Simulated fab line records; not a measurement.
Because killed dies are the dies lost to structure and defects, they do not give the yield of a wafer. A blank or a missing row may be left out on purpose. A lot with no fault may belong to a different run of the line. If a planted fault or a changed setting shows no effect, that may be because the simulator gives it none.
fab line records	flow nand_harc
record lots=11	wafers=33	last_day=24
route steps=1159 shown A_STAIRCASE@734 A_SGD_CUT@755 END@1159
lots that met no fault: from a run of the same line without faults
start_h: start of the lot's first displayed wafer, in hours after the record's first day	wait_h: how many hours have passed since the lot's step before this one	" repeats the value in the row above	L1.1+2: several wafers, shown together as one row	- no value, or no start given	* or withheld: withheld	< > ~ a bound
route shown NAME@n: NAME is a module with steps in the file, n the number in the route of the first one	usual: the fault-free wafers' mean and standard deviation	same: alike in all rows	chamber/n: place in a boat	sites: per-site readings	_std_site: how widely they spread, as a standard deviation	_edge_site: the outer-site mean with the inner-site mean subtracted	radius_mm: for every site, how far away it sits from the centre of the wafer	mask NAME#n: copy n	behind: the tool/chamber that last shaped the wafer	hold: the reason the lot was held/the length of the hold in hours/how it ended	device: the transistor (n, p or np) that didn't switch	end of line: the route-end tests of the same wafers	a step with no rows: only its recipe	killed: dies that structure and defects cost at the first sort, which is not the same as the wafer's yield	map: dies across one wafer; x = killed, . = not, _ = none there
set.NAME: the setting the step ran with; set.NAME@STEP: the setting that earlier step ran with	model.NAME: the simulator's own value behind a step, which no gauge read
a sample of lots followed through the steps of the route, with each step as a table and each wafer as a row
services: from which hour (start_h, from the record's first day; less than 0 if before it) a tool's chamber was out of use, for how many hours, and why
## steps
# step NHARC_A_STAIRCASE_CMP_152
# usual edge_zone_pressure_frac=1.001/0.0048	motor_current_A=12.4/1.2
lot.wafer	tool	chamber	start_h	wait_h	edge_zone_pressure_frac	motor_current_A
L697.3	cmp-01	1	303.75	0.1	1.005	12.7
L697.4	"	3	"	"	0.995	11.4
L697.6	"	0	"	"	1.005	12.7
L698.3	cmp-03	0	314.13	0.1	1.010	12.7
L698.5	"	1	"	"	0.999	12.0
L698.6	"	2	"	"	0.996	13.2
L704.1	cmp-01	3	353.41	0.1	1.007	11.6
L704.4	"	1	"	"	0.994	12.3
L704.5	"	3	"	"	1.004	11.3
L706.4	cmp-01	0	366.05	0.1	1.005	12.9
L706.2	"	1	"	"	1.005	13.4
L706.3	"	2	"	"	1.005	9.1
L705.3	cmp-01	0	366.34	0.1	0.998	12.9
L705.1	"	1	"	"	0.997	12.4
L705.5	"	3	"	"	0.994	11.7
L709.2	cmp-01	0	382.69	0.1	1.006	13.2
L709.4	"	1	"	"	0.993	13.1
L709.1	"	3	"	"	1.000	12.3
L710.2	cmp-01	3	391.51	0.1	0.998	11.9
L710.4	"	0	"	"	0.998	14.2
L710.1	"	1	"	"	1.000	12.7
L714.3	cmp-03	3	417.25	0.1	0.992	13.4
L714.4	"	1	"	"	1.001	12.1
L714.1	"	2	"	"	0.999	12.8
L716.1	cmp-01	2	433.74	0.1	0.998	9.7
L716.2	"	3	"	"	1.001	12.3
L716.5	"	0	"	"	1.003	13.4
L717.3	cmp-03	2	439.17	0.1	1.003	13.7
L717.6	"	1	"	"	1.007	12.0
L717.5	"	2	"	"	1.006	13.1
L719.4	cmp-02	2	451.57	0.1	0.994	12.2
L719.3	"	3	"	"	0.996	12.1
L719.5	"	2	"	"	0.994	11.8
# step NHARC_A_STAIRCASE_STRIP_475
# recipe time_s=20	o2_flow_sccm=500	ar_flow_sccm=0	bias_w=0	chemistry=O2
# usual drypump_motor_current_A=5.57/0.26	o2_flow_sccm=500.0/1.5	oes_product_au=0.998/0.0068	rf_vpp_V=57.7/0.9	showerhead_plenum_p_Torr=3.52/0.14	throttle_valve_pct=17.037/0.01
lot.wafer	tool	chamber	start_h	wait_h	drypump_motor_current_A	o2_flow_sccm	oes_product_au	rf_hours_counter_h	rf_vpp_V	showerhead_plenum_p_Torr	throttle_valve_pct
L697.3	rie_diel-01	2	-	-	5.69	498.3	1.000	66	58.8	3.60	17.040
L697.4	"	1	"	"	5.63	501.6	1.005	63	58.8	3.77	17.041
L697.6	"	3	"	"	5.03	500.3	1.002	-	57.8	3.64	17.040
L698.3	rie_diel-08	3	-	-	5.78	499.4	0.989	2	60.2	3.31	17.042
L698.5	"	2	"	"	5.55	499.2	1.000	-	56.5	3.63	17.040
L698.6	"	3	"	"	5.79	499.5	0.998	-	57.7	3.31	17.035
L704.4	rie_diel-08	1	-	-	5.42	500.0	1.002	18	58.2	3.47	17.048
L704.1	"	0	"	"	5.79	501.6	0.994	18	57.1	3.34	17.025
L704.5	"	2	"	"	5.55	499.0	1.004	-	56.7	3.63	17.056
L706.2	rie_diel-01	0	-	-	5.53	502.4	1.006	17	57.9	3.51	17.036
L706.4	"	1	"	"	5.63	499.5	0.998	16	57.9	3.76	17.030
L706.3	"	2	"	"	5.70	501.9	0.990	17	56.9	3.59	17.037
L705.1	rie_diel-08	0	-	-	5.83	498.3	1.000	23	56.4	3.33	17.016
L705.3	"	3	"	"	5.77	499.2	0.997	22	57.2	3.30	17.035
L705.5	"	1	"	"	5.46	500.2	1.008	-	56.9	3.47	17.043
L709.1	rie_diel-01	2	-	-	5.69	498.9	0.995	22	58.9	3.59	17.026
L709.4	"	3	"	"	5.03	501.6	0.988	14	58.0	3.63	17.041
L709.2	"	0	"	"	5.52	501.8	1.004	22	60.1	3.51	17.040
L710.4	rie_diel-01	1	-	-	5.60	500.2	0.994	24	58.3	3.76	17.040
L710.2	"	2	"	"	5.69	499.1	0.999	25	58.0	3.59	17.034
L710.1	"	3	"	"	5.03	500.6	0.993	16	57.3	3.63	17.040
L714.4	rie_diel-08	2	-	-	5.56	498.7	0.994	39	59.5	3.61	17.046
L714.1	"	0	"	"	5.81	500.2	0.988	44	58.3	3.32	17.023
L714.3	"	1	"	"	5.44	498.3	0.995	42	57.1	3.46	17.036
L716.2	rie_diel-01	1	435.83	0.9	5.61	499.4	1.010	40	58.1	3.75	17.043
L716.1	"	2	"	"	5.70	498.5	0.997	42	58.5	3.58	17.041
L716.5	"	1	"	"	5.60	501.9	1.006	-	58.8	3.75	17.032
L717.3	rie_diel-01	1	440.78	0.3	5.63	497.9	0.996	-	57.6	3.74	17.028
L717.5	"	2	"	"	5.67	500.2	1.005	-	58.2	3.58	17.041
L717.6	"	1	"	"	5.64	500.4	0.998	-	57.8	3.74	17.035
L719.3	rie_diel-08	1	-	-	5.41	498.6	0.997	57	57.4	3.45	17.054
L719.4	"	2	"	"	5.59	500.2	1.006	54	57.4	3.61	17.040
L719.5	"	2	"	"	5.55	498.6	0.996	-	58.3	3.61	17.045
# step NHARC_A_SGD_CUT_EXPOSE_06
# recipe na=1.35	dose_mj=85.59	mask_id=SGD
# usual exposure_dose_mJ_cm2=85.53/0.074	reticle_temp_C=22.98/0.11
# same na=1.35
lot.wafer	tool	chamber	start_h	wait_h	mask	exposure_dose_mJ_cm2	reticle_temp_C
L697.3	arfi_scanner-02	0	306.22	-	SGD#0	85.50	23.12
L697.4	"	0	"	"	SGD#0	85.45	23.22
L697.6	"	0	"	"	SGD#0	85.51	23.06
L698.3	arfi_scanner-03	0	316.55	-	SGD#0	85.59	23.06
L698.5	"	0	"	"	SGD#0	85.67	22.98
L698.6	"	0	"	"	SGD#0	85.55	22.97
L704.1	arfi_scanner-02	0	356.19	-	SGD#0	97.98	22.99
L704.4	"	0	"	"	SGD#0	98.02	23.03
L704.5	"	0	"	"	SGD#0	98.11	23.03
L706.2	arfi_scanner-02	0	368.34	-	SGD#0	95.45	22.98
L706.3	"	0	"	"	SGD#0	95.51	23.17
L706.4	"	0	"	"	SGD#0	95.44	22.90
L705.1	arfi_scanner-02	0	369.11	-	SGD#0	93.55	22.96
L705.3	"	0	"	"	SGD#0	93.46	23.14
L705.5	"	0	"	"	SGD#0	93.50	23.14
L709.1	arfi_scanner-01	0	385.26	-	SGD#0	85.47	22.89
L709.2	"	0	"	"	SGD#0	85.48	23.06
L709.4	"	0	"	"	SGD#0	85.42	22.95
L710.1	arfi_scanner-01	0	394.03	-	SGD#0	85.41	22.85
L710.2	"	0	"	"	SGD#0	85.50	22.95
L710.4	"	0	"	"	SGD#0	85.42	23.00
L714.1	arfi_scanner-03	0	419.67	-	SGD#0	85.51	23.10
L714.3	"	0	"	"	SGD#0	85.57	22.98
L714.4	"	0	"	"	SGD#0	85.55	23.06
L716.1	arfi_scanner-01	0	437.19	-	SGD#0	85.50	22.87
L716.2	"	0	"	"	SGD#0	85.58	22.94
L716.5	"	0	"	"	SGD#0	85.52	22.74
L717.3	arfi_scanner-03	0	442.18	-	SGD#0	85.61	22.89
L717.5	"	0	"	"	SGD#0	85.46	23.03
L717.6	"	0	"	"	SGD#0	85.49	22.94
L719.3	arfi_scanner-01	0	453.92	-	SGD#0	85.51	22.94
L719.4	"	0	"	"	SGD#0	85.50	22.99
L719.5	"	0	"	"	SGD#0	85.57	22.89
# step NHARC_A_SGD_CUT_CD_MEAS_09
# recipe target_cd_nm=100	landing_energy_ev=500
# usual cd_nm=99.9/0.49
lot.wafer	tool	chamber	start_h	wait_h	cd_nm
L697.3	cd_sem-01	0	306.36	-	100.4
L697.4	"	0	"	"	100.3
L697.6	"	0	"	"	100.5
L698.3	cd_sem-02	0	316.69	-	99.7
L698.5	"	0	"	"	100.0
L698.6	"	0	"	"	100.0
L704.1	cd_sem-02	0	356.33	-	110.0
L704.4	"	0	"	"	109.9
L704.5	"	0	"	"	110.2
L706.2	cd_sem-02	0	368.47	-	106.8
L706.3	"	0	"	"	107.2
L706.4	"	0	"	"	107.2
L705.1	cd_sem-02	0	369.25	-	106.3
L705.3	"	0	"	"	106.5
L705.5	"	0	"	"	106.3
L709.1	cd_sem-02	0	385.40	-	100.0
L709.2	"	0	"	"	99.9
L709.4	"	0	"	"	100.9
L710.1	cd_sem-02	0	394.17	-	100.0
L710.2	"	0	"	"	99.7
L710.4	"	0	"	"	99.6
L714.1	cd_sem-02	0	419.81	-	100.5
L714.3	"	0	"	"	100.6
L714.4	"	0	"	"	99.8
L716.1	cd_sem-03	0	437.33	-	100.7
L716.2	"	0	"	"	100.1
L716.5	"	0	"	"	100.0
L717.3	cd_sem-01	0	442.32	-	100.2
L717.5	"	0	"	"	100.3
L717.6	"	0	"	"	100.5
L719.3	cd_sem-01	0	454.06	-	99.9
L719.4	"	0	"	"	100.5
L719.5	"	0	"	"	100.0
# step NHARC_A_SGD_CUT_ETCH_15
# recipe target_depth_a=750	time_s=64.3	ch3f_flow_sccm=50	o2_flow_sccm=30	ar_flow_sccm=200	rf_w=500	bias_w=100	chemistry=CH3F/O2
# usual drypump_motor_current_A=5.6/0.48	o2_flow_sccm=30.01/0.085	oes_product_au=0.964/0.016	rf_vpp_V=263.1/1.9	showerhead_plenum_p_Torr=2.41/0.11	throttle_valve_pct=20.663/0.0082
lot.wafer	tool	chamber	start_h	wait_h	drypump_motor_current_A	o2_flow_sccm	oes_product_au	rf_hours_counter_h	rf_vpp_V	showerhead_plenum_p_Torr	throttle_valve_pct
L697.4	rie_diel-13	0	-	-	6.2	29.93	0.979	2	264.4	2.52	20.670
L697.3	"	1	"	"	5.1	30.09	0.990	2	261.6	2.36	20.664
L697.6	"	3	"	"	5.2	30.00	0.958	-	263.1	2.38	20.652
L698.3	rie_diel-03	3	-	-	5.6	30.03	0.946	6	262.4	2.40	20.675
L698.5	"	0	"	"	6.1	30.00	0.984	-	266.0	2.55	20.672
L698.6	"	1	"	"	4.8	30.11	0.968	-	261.6	2.29	20.662
L704.1	rie_diel-03	1	-	-	4.9	29.97	0.966	9	261.6	2.29	20.653
L704.5	"	1	"	"	4.8	30.01	0.962	-	261.1	2.29	20.665
L704.4	"	2	"	"	5.9	30.11	0.961	-	263.5	2.50	20.656
L706.2	rie_diel-03	1	-	-	4.8	30.16	0.959	9	263.3	2.29	20.667
L706.4	"	2	"	"	5.9	30.09	0.976	9	263.4	2.50	20.648
L706.3	"	3	"	"	5.6	30.05	0.971	9	262.2	2.40	20.674
L705.1	rie_diel-13	1	-	-	5.1	29.98	0.982	8	262.2	2.36	20.678
L705.3	"	0	"	"	6.3	29.95	0.972	8	263.9	2.52	20.672
L705.5	"	2	"	"	6.0	29.99	0.958	-	263.4	2.34	20.664
L709.4	rie_diel-03	2	-	-	5.9	30.03	0.979	10	262.7	2.50	20.661
L709.2	"	3	"	"	5.6	30.00	0.987	11	263.1	2.40	20.665
L709.1	"	0	"	"	6.1	30.03	0.965	11	266.0	2.55	20.673
L710.4	rie_diel-13	2	-	-	6.1	29.91	0.976	11	263.0	2.34	20.663
L710.1	"	3	"	"	5.2	30.07	0.962	11	262.4	2.38	20.669
L710.2	"	0	"	"	6.3	29.99	0.964	11	265.7	2.51	20.662
L714.3	rie_diel-03	2	-	-	5.9	29.96	0.976	1	264.9	2.50	20.661
L714.4	"	0	"	"	6.1	30.16	0.964	2	264.9	2.55	20.659
L714.1	"	1	"	"	4.9	30.01	0.966	2	261.8	2.29	20.669
L716.2	rie_diel-03	3	-	-	5.6	30.03	0.985	2	262.2	2.40	20.666
L716.1	"	0	"	"	6.1	30.04	0.990	3	264.4	2.55	20.673
L716.5	"	0	"	"	6.1	29.98	0.986	-	264.8	2.55	20.678
L717.3	rie_diel-02	3	-	-	5.1	29.98	0.951	11	261.9	2.29	20.648
L717.6	"	3	"	"	5.1	29.96	0.956	-	260.4	2.29	20.659
L717.5	"	0	"	"	5.1	30.24	0.979	-	268.4	2.63	20.660
L719.4	rie_diel-03	3	-	-	5.6	30.00	0.949	4	263.3	2.40	20.667
L719.3	"	0	"	"	6.1	29.90	0.991	5	263.5	2.55	20.670
L719.5	"	2	"	"	5.9	29.98	0.947	-	265.0	2.50	20.662
# step NHARC_END_SORT_01
# recipe temp_c=25
# usual killed_at_array=29/13	killed_at_other=0.7/1	killed_at_periphery=3.2/2.3	killed_dies=33/13	killed_open=3.3/1.7	killed_short=2.0/1.5
# same gross_dies=677
lot.wafer	tool	chamber	start_h	wait_h	killed_at_array	killed_at_other	killed_at_periphery	killed_dies	killed_open	killed_short
L706.2	prober-01	0	506.48	2.8	30	2	8	40	3	3
L706.3	prober-01	0	507.29	3.1	21	1	5	27	1	2
L706.4	prober-01	0	508.09	3.4	28	0	6	34	4	0
L710.1	prober-01	0	529.70	2.5	19	3	4	26	5	5
L710.2	prober-01	0	530.52	2.8	16	3	4	23	6	2
L710.4	prober-01	0	532.16	3.5	16	4	2	22	3	1
L714.1	prober-02	0	554.61	2.5	27	0	5	32	1	3
L714.3	prober-02	0	556.23	3.1	39	0	3	42	7	1
L714.4	prober-02	0	557.04	3.4	41	0	1	42	2	3
# killed by level:class
L706.2 A_STAIRCASE:chamber_film_flake=7 A_CHANNEL_HOLE_D1:chamber_film_flake=4 A_WL_FILL:chamber_film_flake=4 A_BLC:chamber_film_flake=4 P_ZERO_WELL:chamber_film_flake=3 P_CONTACT:chamber_film_flake=3 A_BONDPAD:chamber_film_flake=3 P_M1:chamber_film_flake=2
L706.3 A_BONDPAD:chamber_film_flake=7 A_CHANNEL_HOLE_D1:chamber_film_flake=3 P_ZERO_WELL:chamber_film_flake=3 A_STAIRCASE:chamber_film_flake=3 A_BLC:chamber_film_flake=3 P_M1:chamber_film_flake=2 A_SOURCE_PLATE:geometric_particle:short=1 A_CONTACT:geometric_particle:short=1
L706.4 A_BONDPAD:chamber_film_flake=9 A_STAIRCASE:chamber_film_flake=4 A_CONTACT:chamber_film_flake=4 P_ZERO_WELL:chamber_film_flake=3 A_CHANNEL_HOLE_D1:chamber_film_flake=3 A_WL_FILL:chamber_film_flake=3 P_M1:chamber_film_flake=2 A_ONON_D1:geometric_particle:open=1
L710.1 A_CHANNEL_HOLE_D1:chamber_film_flake=7 A_STAIRCASE:chamber_film_flake=4 THIN_TSV:chamber_film_flake=3 P_M2:geometric_particle:open=2 A_CONTACT:chamber_film_flake=2 P_M0:geometric_particle:short=1 P_M1:geometric_particle:short=1 A_ONON_D1:geometric_particle:open=1
L710.2 A_CHANNEL_HOLE_D1:chamber_film_flake=6 THIN_TSV:chamber_film_flake=3 P_CONTACT:geometric_particle:open=2 P_STI:chamber_film_flake=2 A_CONTACT:chamber_film_flake=2 A_CHANNEL_FILL_D1:geometric_particle:short=1 A_CHANNEL_FILL_D1:geometric_particle:open=1 A_WL_FILL:geometric_particle:short=1
L710.4 A_CONTACT:chamber_film_flake=5 THIN_TSV:chamber_film_flake=4 P_STI:chamber_film_flake=2 A_CHANNEL_HOLE_D1:chamber_film_flake=2 A_STAIRCASE:chamber_film_flake=2 A_SLIT:chamber_film_flake=2 A_SOURCE_PLATE:geometric_particle:short=1 A_CHANNEL_FILL_D1:geometric_particle:open=1
L714.1 A_CONTACT:chamber_film_flake=11 A_SLIT:chamber_film_flake=7 A_CHANNEL_HOLE_D1:chamber_film_flake=6 P_GATE:chamber_film_flake=4 P_M2:geometric_particle:short=1 A_CHANNEL_HOLE_D1:geometric_particle:short=1 A_WL_FILL:geometric_particle:short=1 A_CONTACT:geometric_particle:open=1
L714.3 A_SLIT:chamber_film_flake=12 A_CONTACT:chamber_film_flake=11 A_CHANNEL_HOLE_D1:chamber_film_flake=8 A_CHANNEL_FILL_D1:geometric_particle:open=2 P_GATE:geometric_particle:open=1 P_M1:geometric_particle:open=1 A_WL_FILL:geometric_particle:open=1 A_CONTACT:geometric_particle:open=1
L714.4 A_SLIT:chamber_film_flake=23 A_CONTACT:chamber_film_flake=10 A_WL_FILL:geometric_particle:short=2 A_ONON_D1:geometric_particle:short=1 A_WL_FILL:geometric_particle:open=1 A_CONTACT:geometric_particle:open=1 P_GATE:chamber_film_flake=1 A_CHANNEL_HOLE_D1:chamber_film_flake=1
## services
tool	chamber	start_h	hours	kind
cmp-01	-	296.99	1.3	repair
rie_diel-08	-	301.88	9.0	pm
cmp-01	-	305.39	2.3	repair
rie_diel-01	2	306.60	9.9	repair
rie_diel-01	-	314.80	9.0	pm
cmp-01	-	321.40	0.8	repair
rie_diel-01	3	331.80	21.5	repair
rie_diel-03	2	334.36	13.8	repair
arfi_scanner-02	-	337.03	3.3	repair
arfi_scanner-01	-	349.77	0.5	repair
rie_diel-03	3	355.05	4.6	repair
arfi_scanner-01	-	368.00	4.0	pm
cmp-01	-	375.50	4.0	pm
arfi_scanner-02	-	391.44	2.6	repair
rie_diel-03	-	392.30	9.0	pm
rie_diel-01	1	402.50	4.2	repair
rie_diel-03	-	408.10	0.9	repair
arfi_scanner-02	-	413.40	0.7	repair
arfi_scanner-01	-	418.45	9.3	repair
rie_diel-01	0	427.90	15.1	repair
arfi_scanner-02	-	428.00	4.0	pm
rie_diel-01	3	436.30	5.6	repair
cmp-01	-	442.34	1.6	repair
rie_diel-03	2	443.81	3.2	repair
## key
first_sign step=NHARC_A_SGD_CUT_EXPOSE_06	reading=exposure_dose_mJ_cm2	direction=up	sigmas=99+	usual=85.53	struck=95.67
effect step=NHARC_A_SGD_CUT_CD_MEAS_09	reading=cd_nm	direction=up	sigmas=16	usual=99.9	struck=107.8	through=control_loop
met_at NHARC_A_SGD_CUT_EXPOSE_06
struck_lots L704,L705,L706
tester_left_out L704,L705,L706
loop_trim step=NHARC_A_SGD_CUT_EXPOSE_06	setting=dose	lots=L705,L706
not_acting_at NHARC_A_STAIRCASE_CMP_152,NHARC_A_STAIRCASE_STRIP_475,NHARC_A_SGD_CUT_ETCH_15
onset_between 306.22 356.19
fault kind=process_parameter_drift	tool=arfi_scanner-02	chamber=-	onset_h=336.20	steps=NHARC_A_SGD_CUT_EXPOSE_06	channel=dose_mj	offset=12.443	shape=step	acts_in=these_recipes_only	stated=85.59
# tester_left_out: of these lots the tester's yield and bins aren't shown, on N5 and GAA mostly nor the transistor test; their killed dies are dies lost to structure and defects alone, not to doping, threshold or leakage, so they don't give the yield
# loop_trim: a control loop set the setting to another value than it would have without faults
